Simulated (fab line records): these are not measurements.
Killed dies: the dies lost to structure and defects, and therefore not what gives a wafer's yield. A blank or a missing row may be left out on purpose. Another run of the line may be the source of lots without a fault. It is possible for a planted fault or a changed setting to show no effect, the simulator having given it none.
fab line records	flow n5-finfet
record: lots: 10	wafers: 29	last-day: 19
route steps=1938 shown SD_EPI_P@314 BEOL_M4@1097 BEOL_M5@1113
lots untouched by any fault: they come from a run of this same line in which no faults occurred
start-h: hours from the record's first day to the start of the lot's first wafer shown	wait-h: how many hours have passed since the lot's step before this one	" the same as in the row above	L1.1+2: several wafers, shown together as one row	- no value, or no start was given	* or withheld: withheld	< > ~ a bound
route shown NAME@n: NAME is a module with steps in the file, n the number in the route of the first one	usual: the fault-free wafers' mean and standard deviation	same: alike in all rows	chamber/n: place in a boat	sites: readings site by site	_std_site: how widely they spread, as a standard deviation	_edge_site: the outer-site mean with the inner-site mean subtracted	radius-mm: for every site, how far away it sits from the centre of the wafer	mask NAME#n: copy n	behind: tool/chamber where the wafer was last shaped	hold: cause of the lot's hold/its duration in hours/its outcome	device: whichever transistor did not switch (one of n, p or np)	end of line: tests run on the same wafers once the route is complete	a step without rows: its recipe alone	killed: the dies lost at the first sort to structure and to defects; this is not the yield of the wafer	map: the dies of a wafer, with x for killed, . for not killed, _ for no die there
set.NAME: the run value of the setting; set.NAME@STEP: its run value at that earlier step	model.NAME: the simulator's own value behind a step, which no gauge read
steps of the route over a sample of lots; a table a step, a row a wafer
services: when a tool's chamber went out of use (start-h, in hours from the record's first day, below 0 if earlier), for how many hours, and the reason
== steps ==
step: N5_SD_EPI_P_SD_RECESS_17
recipe: chemistry: HBr/Cl2/O2	target-depth-a: 391	bt-time-s: 3	pressure-mtorr: 10	icp-w: 800	bias-w: 112	HBr_flow_sccm: 150	Cl2_flow_sccm: 80	O2_flow_sccm: 12
usual: chamber-pressure-mTorr: 10.001/0.0099	drypump-motor-current-A: 5.6/0.43	he-backside-leak-sccm: 2.8/0.31	oes-product-au: 1.008/0.017	throttle-valve-pct: 37.24/0.19
lot.wafer	tool	chamber	start-h	wait-h	chamber-pressure-mTorr	drypump-motor-current-A	he-backside-leak-sccm	oes-product-au	rf-hours-counter-h	throttle-valve-pct
L701.2	rie-si-04	3	55.56	0.0	10.003	5.4	3.2	0.984	56	37.34
L701.3	"	0	"	"	10.000	5.6	2.3	1.035	6	37.13
L701.5	"	2	"	"	10.006	5.6	2.6	1.009	-	37.05
L702.3	rie-si-05	1	61.26	0.0	10.009	6.5	3.2	1.006	68	37.11
L702.5	"	3	"	"	9.979	5.3	2.8	1.028	-	37.25
L702.6	"	0	"	"	10.000	5.7	2.5	0.978	-	37.33
L703.2	rie-si-05	1	68.58	0.0	9.993	6.6	3.2	0.995	68	37.11
L703.4	"	2	"	"	10.019	5.4	3.0	1.015	15	37.42
L703.5	"	1	"	"	10.012	6.6	3.2	1.004	-	37.11
L704.2	rie-si-02	0	75.38	0.0	10.010	6.4	2.5	1.002	39	37.53
L704.4	"	2	"	"	10.002	5.8	2.5	1.043	-	36.82
L704.5	"	1	"	"	10.019	5.3	2.8	0.978	-	37.23
L705.1	rie-si-02	0	79.79	0.0	10.014	6.4	2.4	1.003	39	37.55
L705.3	"	1	"	"	9.977	5.3	3.0	0.987	7	37.23
L705.5	"	2	"	"	10.003	5.8	2.5	1.024	-	36.82
L706.3	rie-si-05	3	86.06	0.0	9.986	5.3	2.7	1.027	104	37.24
L706.4	"	0	"	"	10.004	5.7	2.6	0.984	1	37.34
L706.6	"	0	"	"	10.008	5.7	2.4	0.976	-	37.33
L707.1	rie-si-05	2	91.03	0.0	9.989	5.4	2.8	1.016	16	37.44
L707.3	"	0	"	"	10.009	5.7	2.4	0.987	1	37.35
L707.4	"	1	"	"	9.987	6.6	3.1	1.004	69	37.14
L708.2	rie-si-05	0	99.53	0.0	10.012	5.7	2.5	0.979	2	37.33
L708.5	"	2	"	"	10.006	5.4	3.0	1.005	-	37.44
L713.1	rie-si-05	3	126.64	0.0	10.007	5.3	2.6	1.024	105	37.25
L713.2	"	0	"	"	9.997	5.7	2.5	0.988	2	37.33
L713.6	"	1	"	"	9.999	6.6	3.1	1.007	-	37.12
L724.2	rie-si-05	2	193.44	0.0	9.998	5.4	2.9	1.007	17	37.45
L724.5	"	2	"	"	9.985	5.4	3.0	1.015	-	37.43
L724.6	"	3	"	"	10.004	5.3	2.8	1.021	-	37.24
step: N5_BEOL_M4_ANNEAL_93
recipe: temp-c: 400	time-s: 240	ambient: vacuum
usual: heater-power-w: 839/92	susceptor-temp-C: 400.00/0.2
lot.wafer	tool	chamber	start-h	wait-h	heater-power-w	susceptor-temp-C
L701.2	pvd-sputter-02	-	162.15	0.0	827	399.90
L701.3	"	-	"	"	877	399.95
L701.5	"	-	"	"	899	400.24
L702.3	pvd-sputter-01	-	168.08	0.0	946	400.04
L702.5	"	-	"	"	776	400.03
L702.6	"	-	"	"	943	399.85
L703.2	pvd-sputter-03	-	168.94	0.0	689	399.96
L703.4	"	-	"	"	979	400.19
L703.5	"	-	"	"	987	399.87
L705.1	pvd-sputter-03	-	186.02	0.0	705	399.95
L705.3	"	-	"	"	889	400.01
L705.5	"	-	"	"	953	400.05
L704.2	pvd-sputter-02	-	187.63	0.0	875	400.16
L704.4	"	-	"	"	858	399.68
L704.5	"	-	"	"	842	400.16
L706.3	pvd-sputter-01	-	191.72	0.0	937	399.85
L706.4	"	-	"	"	793	399.81
L706.6	"	-	"	"	934	400.12
L707.1	pvd-sputter-03	-	197.94	0.0	895	400.10
L707.3	"	-	"	"	969	399.90
L707.4	"	-	"	"	954	400.19
L708.2	pvd-sputter-01	-	211.40	0.0	759	400.12
L708.5	"	-	"	"	774	399.94
L713.1	pvd-sputter-02	-	258.14	0.0	876	399.93
L713.2	"	-	"	"	856	399.87
L713.6	"	-	"	"	781	399.90
L724.2	pvd-sputter-02	-	321.00	0.0	884	400.42
L724.5	"	-	"	"	779	400.19
L724.6	"	-	"	"	884	399.62
step: N5_BEOL_M4_RS_MEAS_58
recipe: thk-meas-gauge: four-point-probe	reads: Co_of_BEOL_M4_CO_CAP_55+Cu_of_BEOL_M4_ECD_50+Co_of_BEOL_M4_CVD_47+TaN_of_BEOL_M4_ALD_84
usual: M4_RS: 0.665/0.027
lot.wafer	tool	chamber	start-h	wait-h	M4_RS[ohm/sq]
L701.2	film-metro-01	-	163.81	0.1	0.649
L701.3	"	-	"	"	0.634
L701.5	"	-	"	"	0.680
L702.3	film-metro-02	-	169.71	0.1	0.702
L702.5	"	-	"	"	0.653
L702.6	"	-	"	"	0.663
L703.2	film-metro-01	-	170.36	0.1	0.651
L703.4	"	-	"	"	0.685
L703.5	"	-	"	"	0.685
L705.1	film-metro-02	-	187.50	0.0	0.612
L705.3	"	-	"	"	0.639
L705.5	"	-	"	"	0.641
L704.2	film-metro-01	-	189.07	0.1	0.672
L704.4	"	-	"	"	0.703
L704.5	"	-	"	"	0.683
L706.3	film-metro-02	-	193.39	0.1	0.698
L706.4	"	-	"	"	0.702
L706.6	"	-	"	"	0.656
L707.1	film-metro-01	-	199.41	0.0	0.638
L707.3	"	-	"	"	0.680
L707.4	"	-	"	"	0.637
L708.2	film-metro-01	-	212.84	0.1	0.728
L708.5	"	-	"	"	0.699
L713.1	film-metro-01	-	259.54	0.0	0.675
L713.2	"	-	"	"	0.696
L713.6	"	-	"	"	0.660
L724.2	film-metro-01	-	322.41	0.1	0.695
L724.5	"	-	"	"	0.653
L724.6	"	-	"	"	0.641
step: N5_BEOL_M4_RC_MEAS_101
usual: CJ_P: 5.78/0.13	DIBL_N: 36.1/1.3	DIBL_P: 36.1/1.7	IOFF_N: 0.154/0.022	IOFF_P: 0.201/0.024	ION_N: 675/8.9	ION_P: 462/5.9	SS_N: 71.5/0.49	SS_P: 73.3/0.58	VT_N: 250.0/2.7	VT_P: -251.3/2.7
lot.wafer	tool	chamber	start-h	wait-h	CJ_P	DIBL_N[mV/V]	DIBL_P[mV/V]	IOFF_N[nA/um]	IOFF_P[nA/um]	ION_N[uA/um]	ION_P[uA/um]	SS_N[mV/dec]	SS_P[mV/dec]	VT_N[mV]	VT_P[mV]
L701.2	prober-01	0	164.01	0.2	5.81	35.6	34.7	0.148	0.194	674	468	71.6	73.1	249.6	-251.0
L701.3	"	0	"	"	5.81	35.7	34.9	0.151	0.200	688	470	72.3	73.5	249.3	-249.6
L701.5	"	0	"	"	5.84	35.3	34.9	0.147	0.196	678	463	72.2	72.6	247.7	-250.2
L702.3	prober-02	0	170.07	0.3	5.69	34.0	33.8	0.133	0.171	662	449	71.7	72.9	250.9	-255.2
L702.5	"	0	"	"	5.60	33.7	33.7	0.128	0.170	672	464	71.9	73.1	254.0	-254.0
L702.6	"	0	"	"	5.60	33.8	33.5	0.129	0.167	662	456	71.2	72.6	252.7	-255.0
L703.2	prober-01	0	170.57	0.2	5.65	36.8	37.7	0.168	0.185	678	452	72.2	73.7	250.7	-254.7
L703.4	"	0	"	"	5.90	36.0	36.4	0.146	0.172	662	452	71.3	73.7	251.7	-253.2
L703.5	"	0	"	"	5.65	37.6	38.3	0.165	0.184	676	448	72.1	73.5	250.3	-254.9
L705.1	prober-01	0	187.55	0.0	5.84	36.1	37.1	0.179	0.224	685	463	71.1	73.4	247.2	-246.5
L705.3	"	0	"	"	5.59	35.2	35.6	0.158	0.199	682	461	71.2	73.2	248.8	-250.6
L705.5	"	0	"	"	5.66	34.5	35.4	0.144	0.200	669	465	71.1	73.5	252.7	-250.5
L704.2	prober-02	0	189.27	0.2	5.70	37.6	37.2	0.164	0.216	681	468	71.6	73.5	250.3	-249.2
L704.4	"	0	"	"	5.62	38.4	38.5	0.181	0.235	684	468	72.1	73.9	248.3	-249.2
L704.5	"	0	"	"	5.68	35.2	34.9	0.134	0.184	681	466	71.5	73.4	252.3	-253.5
L706.3	prober-01	0	193.75	0.3	5.86	35.5	35.7	0.139	0.213	673	460	72.1	73.3	251.8	-249.5
L706.4	"	0	"	"	5.80	35.4	34.5	0.133	0.200	656	459	71.7	72.9	253.1	-248.3
L706.6	"	0	"	"	5.70	35.1	34.4	0.133	0.200	663	461	71.3	72.8	249.9	-248.9
L707.1	prober-01	0	199.47	0.0	5.83	35.3	36.2	0.149	0.205	684	467	71.1	72.6	248.5	-249.8
L707.3	"	0	"	"	5.87	35.0	35.3	0.136	0.181	676	468	70.5	72.9	251.2	-249.1
L707.4	"	0	"	"	5.59	35.2	35.5	0.145	0.195	682	468	70.8	73.2	248.5	-248.5
L708.2	prober-02	0	213.05	0.2	5.24	35.3	33.0	0.148	0.169	682	455	72.0	72.7	249.2	-256.5
L708.5	"	0	"	"	5.52	35.4	33.9	0.141	0.189	674	465	71.2	73.1	253.0	-253.1
L713.1	prober-01	0	259.59	0.0	5.97	36.0	34.7	0.144	0.203	673	466	70.5	72.4	249.2	-247.3
L713.2	"	0	"	"	5.18	37.1	35.0	0.161	0.193	672	457	71.2	73.0	249.9	-252.3
L713.6	"	0	"	"	5.31	36.7	34.8	0.161	0.191	679	461	71.0	73.2	249.1	-253.7
L724.2	prober-01	0	322.61	0.2	5.75	35.0	35.5	0.129	0.156	667	456	71.1	73.3	251.5	-255.6
L724.5	"	0	"	"	5.71	35.0	36.1	0.136	0.168	678	460	71.8	72.9	249.9	-253.4
L724.6	"	0	"	"	5.71	35.9	36.4	0.141	0.169	677	462	72.3	73.3	250.5	-256.6
step: N5_BEOL_M5_CURE_79
recipe: temp-c: 385	time-s: 240	ambient: He/Ar	material: SiCOH_lowk
usual: lamp-power-pct: 52.32/0.055	wafer_temp_C_max: 386.9/0.72
lot.wafer	tool	chamber	start-h	wait-h	lamp-power-pct	wafer_temp_C_max
L701.2	uv-cure-03	1	165.21	0.4	52.34	387.9
L701.3	"	1	"	"	52.35	387.4
L701.5	"	1	"	"	52.37	388.0
L702.3	uv-cure-01	0	170.94	0.2	52.38	386.3
L702.5	"	0	"	"	52.29	386.3
L702.6	"	0	"	"	52.32	386.4
L703.2	uv-cure-02	2	171.53	0.1	52.30	386.8
L703.4	"	2	"	"	52.29	386.8
L703.5	"	2	"	"	52.23	387.3
L705.1	uv-cure-01	0	188.57	0.0	52.26	386.8
L705.3	"	0	"	"	52.29	386.1
L705.5	"	0	"	"	52.38	386.4
L704.2	uv-cure-01	0	190.23	0.1	52.34	386.0
L704.4	"	0	"	"	52.33	386.5
L704.5	"	0	"	"	52.22	386.2
L706.3	uv-cure-03	2	194.62	0.2	52.40	386.1
L706.4	"	2	"	"	52.32	386.0
L706.6	"	2	"	"	52.33	386.2
L707.1	uv-cure-01	0	200.55	0.1	52.27	386.2
L707.3	"	0	"	"	52.34	386.7
L707.4	"	0	"	"	52.34	386.4
L708.2	uv-cure-03	0	214.01	0.1	52.33	386.5
L708.5	"	0	"	"	52.29	386.4
L713.1	uv-cure-01	0	260.63	0.0	52.30	386.4
L713.2	"	0	"	"	52.33	386.4
L713.6	"	0	"	"	52.27	386.2
L724.2	uv-cure-01	1	323.57	0.1	52.30	386.9
L724.5	"	1	"	"	52.31	386.4
L724.6	"	1	"	"	52.44	386.1
== services ==
tool	chamber	start-h	hours	kind
rie-si-02	2	37.85	13.4	repair
rie-si-05	3	42.88	5.7	repair
uv-cure-01	-	74.18	1.1	repair
rie-si-04	2	78.74	1.4	repair
uv-cure-02	-	84.00	7.5	pm
pvd-sputter-03	-	84.08	5.1	repair
rie-si-02	2	89.45	3.8	repair
uv-cure-01	-	102.20	7.5	pm
rie-si-05	2	114.82	13.6	repair
rie-si-05	0	132.67	14.3	repair
rie-si-05	1	141.10	22.8	repair
uv-cure-01	-	145.94	0.8	repair
rie-si-02	2	152.67	12.2	repair
pvd-sputter-02	-	174.26	5.0	repair
rie-si-05	-	198.97	4.0	pm
uv-cure-03	-	223.90	1.0	pm
uv-cure-03	-	224.90	14.6	pm
rie-si-02	-	244.76	0.2	repair
uv-cure-01	-	249.01	2.5	repair
uv-cure-03	-	258.60	0.5	repair
uv-cure-01	-	266.11	6.0	pm
rie-si-02	2	282.06	5.5	repair
rie-si-05	3	287.43	8.3	repair
rie-si-05	0	300.78	8.5	repair
== key ==
first-sign: step: N5_BEOL_M4_RC_MEAS_101	reading: CJ_P	direction: down	sigmas: 4.1	usual: 5.78	struck: 5.25
effect none on later readings
met-at N5_SD_EPI_P_SD_RECESS_17
struck-lots L708,L713
struck-wafers L708.2,L713.2,L713.6
not-acting-at N5_BEOL_M4_ANNEAL_93,N5_BEOL_M4_RS_MEAS_58,N5_BEOL_M5_CURE_79
onset-between 91.03 99.53
fault: kind: process-parameter-drift	tool: rie-si-05	chamber: -	onset-h: 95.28	steps: N5_SD_EPI_P_SD_RECESS_17	channel: target-depth-a	offset: -26.665	shape: step	end-h: 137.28	scope: struck-wafers-only	acts-in: these-recipes-only	stated: 391
